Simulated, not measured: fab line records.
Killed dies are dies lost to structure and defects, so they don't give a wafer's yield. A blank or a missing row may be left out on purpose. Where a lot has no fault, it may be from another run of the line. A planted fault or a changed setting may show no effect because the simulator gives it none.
Chamber matching -- flow n5_finfet -- N5_BEOL_M4_ETCH_64 on rie_diel-03 has 4 sister chambers
The step etches SOC in N2/H2, target depth 75 nm, overetch 22.5 nm, time 121.9 s. 16 wafers are shown with their chamber, then 8 later ones without.

## WAFERS WITH THEIR CHAMBER
wafer,chamber,drypump_motor_current_A (A),showerhead_plenum_p_Torr (Torr),oes_product_au (a.u.)
L074.1,0,6.1,2.45,0.62
L074.3,2,6.3,2.45,0.57
L074.6,0,6.1,2.45,0.61
L080.1,1,5.3,2.60,0.71
L080.4,2,6.1,2.44,0.56
L080.5,3,5.6,2.48,0.66
L081.3,2,6.2,2.44,0.56
L081.5,1,5.3,2.60,0.71
L081.6,2,6.2,2.44,0.56
L086.1,0,6.1,2.44,0.60
L086.2,2,6.2,2.43,0.55
L086.4,3,5.6,2.47,0.64
L090.1,3,5.6,2.47,0.64
L090.3,2,6.2,2.43,0.54
L090.4,1,5.3,2.59,0.68
L093.2,2,6.2,2.43,0.54

SIGNATURES (averages over the wafers above)
reading,chamber 0,chamber 1,chamber 2,chamber 3,scatter within a chamber
drypump_motor_current_A,6.100,5.300,6.200,5.600,0.0408
showerhead_plenum_p_Torr,2.4467,2.5967,2.4371,2.4733,0.00673
oes_product_au,0.6100,0.7000,0.5543,0.6467,0.0124
Rule: for a wafer and a chamber, the distance is found by dividing, reading by reading, the gap between the wafer's reading and the chamber's mean by the reading's scatter, squaring, summing and taking the root. The wafer belongs to the nearest chamber; if the next one is less than 2 further off, it can't be placed. The scatter is the square root of a quotient: the sum, over the shown wafers, of each reading's squared deviation from its chamber's mean, divided by wafers minus chambers.

## WAFERS MISSING THEIR CHAMBER
wafer,drypump_motor_current_A (A),showerhead_plenum_p_Torr (Torr),oes_product_au (a.u.)
L093.5,6.2,2.43,0.54
L093.6,5.6,2.47,0.63
L094.3,5.6,2.47,0.63
L094.4,5.3,2.59,0.67
L094.5,5.3,2.59,0.67
L097.1,5.6,2.47,0.62
L097.2,6.1,2.43,0.58
L097.5,6.1,2.43,0.58

## WHICH CHAMBER EACH WENT THROUGH
wafer,from the rows above,in truth
L093.5,2,2
L093.6,3,3
L094.3,3,3
L094.4,1,1
L094.5,1,1
L097.1,3,3
L097.2,can't be placed: 2 or 0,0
L097.5,can't be placed: 2 or 0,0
6 of 8 placed correctly. Cannot be placed on the basis of these rows: 2; the candidates contain the true chamber in 2. 0 placed wrongly.
